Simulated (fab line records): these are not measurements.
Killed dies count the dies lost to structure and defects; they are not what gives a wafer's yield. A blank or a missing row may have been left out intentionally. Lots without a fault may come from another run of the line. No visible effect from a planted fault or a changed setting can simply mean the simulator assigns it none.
Chamber matching ; flow n5Finfet ; rieDiel-06 running N5_BEOL_M12_ETCH_67: 4 sister chambers
The step etches SiARC in CF4, target depth 143 nm, time 238.3 s. 42 wafers are shown with their chamber, then 12 later ones without.

WAFERS PAIRED WITH THEIR CHAMBERS
wafer;chamber;drypumpMotorCurrentA (A);showerheadPlenumPTorr (Torr);throttleValvePct (%)
L074.1;2;5.1;2.16;15.16
L074.2;3;5.8;2.25;15.42
L074.6;1;6.1;2.06;15.61
L076.1;2;5.1;2.16;15.15
L076.3;0;6.2;2.24;15.13
L076.4;1;6.1;2.06;15.61
L079.1;2;5.1;2.16;15.17
L079.2;3;5.8;2.24;15.43
L079.3;0;6.1;2.23;15.14
L079.4;1;6.1;2.06;15.62
L079.5;2;5.1;2.16;15.17
L079.6;3;5.8;2.24;15.45
L084.1;1;6.1;2.06;15.64
L084.2;2;5.1;2.16;15.17
L084.3;0;6.1;2.23;15.17
L084.4;3;5.8;2.24;15.47
L084.5;0;6.1;2.23;15.15
L084.6;1;6.1;2.06;15.64
L085.1;0;6.1;2.23;15.17
L085.3;3;5.8;2.24;15.46
L085.6;0;6.1;2.23;15.16
L086.2;0;6.2;2.23;15.15
L086.4;3;5.8;2.24;15.47
L086.6;0;6.2;2.23;15.16
L087.1;1;6.1;2.06;15.66
L087.3;0;6.1;2.23;15.16
L087.6;1;6.1;2.06;15.65
L088.1;2;5.1;2.15;15.20
L088.5;2;5.1;2.16;15.20
L088.6;1;6.1;2.06;15.66
L091.1;2;5.1;2.15;15.22
L091.2;1;6.1;2.05;15.67
L091.4;3;5.8;2.23;15.48
L089.3;0;6.1;2.22;15.19
L089.4;3;5.8;2.23;15.49
L089.5;1;6.1;2.05;15.67
L090.2;1;6.1;2.05;15.68
L090.5;0;6.2;2.22;15.21
L090.6;3;5.8;2.23;15.50
L093.1;3;5.8;2.23;15.50
L093.2;1;6.0;2.05;15.69
L093.3;0;6.2;2.22;15.20

SIGNATURES (averages over the wafers above)
reading;chamber 0;chamber 1;chamber 2;chamber 3;scatter within a chamber
drypumpMotorCurrentA;6.142;6.092;5.100;5.800;0.0318
showerheadPlenumPTorr;2.2283;2.0567;2.1575;2.2370;0.0056
throttleValvePct;15.1658;15.6500;15.1800;15.4670;0.0256
Rule: a wafer lies at a distance from a chamber equal to the root of the sum of squares, over the readings, of (its reading less the chamber's mean, divided by the reading's scatter). The wafer belongs to the nearest chamber; if the next one is less than 2 further off, it can't be placed. The scatter is the square root of a quotient: the sum, over the shown wafers, of each reading's squared deviation from its chamber's mean, divided by wafers minus chambers.

WAFERS WITHOUT THEIR CHAMBER
wafer;drypumpMotorCurrentA (A);showerheadPlenumPTorr (Torr);throttleValvePct (%)
L093.4;5.2;2.15;15.21
L093.5;6.1;2.05;15.67
L093.6;6.1;2.22;15.19
L092.2;5.8;2.23;15.50
L092.3;5.1;2.15;15.23
L092.4;6.2;2.22;15.21
L097.1;6.1;2.05;15.72
L097.2;5.1;2.15;15.25
L097.3;6.2;2.22;15.22
L097.4;5.8;2.23;15.52
L097.5;5.8;2.23;15.53
L097.6;6.1;2.22;15.23

THE CHAMBER EACH PASSED THROUGH
wafer;from the rows above;in truth
L093.4;2;2
L093.5;1;1
L093.6;0;0
L092.2;3;3
L092.3;2;2
L092.4;0;0
L097.1;1;1
L097.2;2;2
L097.3;0;0
L097.4;3;3
L097.5;3;3
L097.6;0;0
12 of 12 placed correctly. From these rows, 0 cannot be placed. Placed wrongly: 0.
